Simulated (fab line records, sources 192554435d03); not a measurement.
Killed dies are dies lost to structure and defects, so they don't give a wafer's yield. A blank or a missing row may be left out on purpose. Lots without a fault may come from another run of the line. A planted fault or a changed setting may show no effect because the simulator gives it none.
Split-lot experiment | flow n5_finfet | 7 lots, 39 wafers read, on a route of 1938 steps

THE SPLIT
At N5_PASSIVATION_AL_DEP_21 (deposits Al, target thk 2800 nm, time 170 s), the setting time_s was moved away from the recipe's 170 s on 12 of the 39 wafers read, by -36.0% to +21.9%. The other wafers ran this setting at the recipe's value.

The reading is taken at the split's own step.

THE READING
Al_of_PASSIVATION_AL_DEP_21.thk_nm (the simulator's own value, which no gauge read), in nm, at N5_PASSIVATION_AL_DEP_21 (deposits Al, target thk 2800 nm, time 170 s). The file gives no usual value for it. The 27 wafers here that ran the recipe average 2767 nm, standard deviation 38 nm.

wafer  | tool, chamber at the split | time_s as run, s | against the recipe | Al_of_PASSIVATION_AL_DEP_21.thk_nm, nm | against lot-mates on the recipe
L077.1 | pvd_sputter-01, -          | 170              | recipe             | 2746                                   | -
L077.2 | pvd_sputter-01, -          | 170              | recipe             | 2765                                   | -
L077.3 | pvd_sputter-01, -          | 170              | recipe             | 2722                                   | -
L077.4 | pvd_sputter-01, -          | 170              | recipe             | 2773                                   | -
L077.5 | pvd_sputter-01, -          | 170              | recipe             | 2748                                   | -
L077.6 | pvd_sputter-01, -          | 170              | recipe             | 2788                                   | -
L076.1 | pvd_sputter-03, -          | 170              | recipe             | 2763                                   | -
L076.2 | pvd_sputter-03, -          | 170              | recipe             | 2790                                   | -
L076.3 | pvd_sputter-03, -          | 170              | recipe             | 2716                                   | -
L076.4 | pvd_sputter-03, -          | 170              | recipe             | 2747                                   | -
L076.5 | pvd_sputter-03, -          | 170              | recipe             | 2768                                   | -
L076.6 | pvd_sputter-03, -          | 170              | recipe             | 2731                                   | -
L079.1 | pvd_sputter-02, -          | 170              | recipe             | 2767                                   | -
L079.2 | pvd_sputter-02, -          | 170              | recipe             | 2771                                   | -
L079.3 | pvd_sputter-02, -          | 170              | recipe             | 2742                                   | -
L079.4 | pvd_sputter-02, -          | 199.4            | +17.3%             | 3238                                   | +478
L079.5 | pvd_sputter-02, -          | 199.4            | +17.3%             | 3248                                   | +488
L079.6 | pvd_sputter-02, -          | 199.4            | +17.3%             | 3264                                   | +504
L082.1 | pvd_sputter-03, -          | 170              | recipe             | 2815                                   | -
L082.4 | pvd_sputter-03, -          | 170              | recipe             | 2804                                   | -
L082.6 | pvd_sputter-03, -          | 170              | recipe             | 2801                                   | -
L083.1 | pvd_sputter-03, -          | 111              | -34.7%             | 1845                                   | -994
L083.2 | pvd_sputter-03, -          | 111              | -34.7%             | 1889                                   | -950
L083.3 | pvd_sputter-03, -          | 170              | recipe             | 2871                                   | -
L083.4 | pvd_sputter-03, -          | 170              | recipe             | 2830                                   | -
L083.5 | pvd_sputter-03, -          | 111              | -34.7%             | 1911                                   | -928
L083.6 | pvd_sputter-03, -          | 170              | recipe             | 2816                                   | -
L087.1 | pvd_sputter-02, -          | 170              | recipe             | 2710                                   | -
L087.2 | pvd_sputter-02, -          | 207.3            | +21.9%             | 3359                                   | +638
L087.3 | pvd_sputter-02, -          | 207.3            | +21.9%             | 3338                                   | +617
L087.4 | pvd_sputter-02, -          | 170              | recipe             | 2728                                   | -
L087.5 | pvd_sputter-02, -          | 170              | recipe             | 2726                                   | -
L087.6 | pvd_sputter-02, -          | 207.3            | +21.9%             | 3381                                   | +660
L092.1 | pvd_sputter-03, -          | 108.8            | -36.0%             | 1831                                   | -929
L092.2 | pvd_sputter-03, -          | 170              | recipe             | 2784                                   | -
L092.3 | pvd_sputter-03, -          | 170              | recipe             | 2751                                   | -
L092.4 | pvd_sputter-03, -          | 108.8            | -36.0%             | 1790                                   | -970
L092.5 | pvd_sputter-03, -          | 108.8            | -36.0%             | 1781                                   | -979
L092.6 | pvd_sputter-03, -          | 170              | recipe             | 2746                                   | -

THE FIT
A straight line over all 39 wafers: Al_of_PASSIVATION_AL_DEP_21.thk_nm changes by +26.5 nm for each +1% of time_s; r = +1.00; the points scatter about the line by 36 nm.
The same after taking each lot's own level away (the mean of its wafers on the recipe; 39 wafers): +27.6 nm for each +1%; r = +1.00; scatter 23 nm.
On that fit, the largest move of time_s shifts the reading by 9.9e+02 nm.
The lots' own levels span 2721.3 to 2839.0 nm, that is 3.1 times the standard deviation above.
So the lot-to-lot level changes the slope little: the two slopes agree.
Check: with one of the wafers moved furthest among these (-36.0%) left out of the fit, the line predicts -996 nm for it against its lot-mates. It came out at -929 nm against them.

OTHER SPLITS ON THESE WAFERS
These wafers also went through other splits before the reading. Each is held against what the fit with the lots' levels taken away leaves over:
other split on the same wafers | wafers away from the commonest value | r with Al_of_PASSIVATION_AL_DEP_21.thk_nm (lot level and that fit taken away)
N5_BEOL_M8_DESCUM_33 time_s    | 15                                   | +0.01
N5_BEOL_M13_ETCH_68 time_s     | 15                                   | -0.14
N5_MIM_BOT_SPUTTER_00 time_s   | 9                                    | -0.06

THE FILE'S OWN FIT
Al_of_PASSIVATION_AL_DEP_21.thk_nm changes by +27.5 nm for each +1% of time_s, r = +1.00.
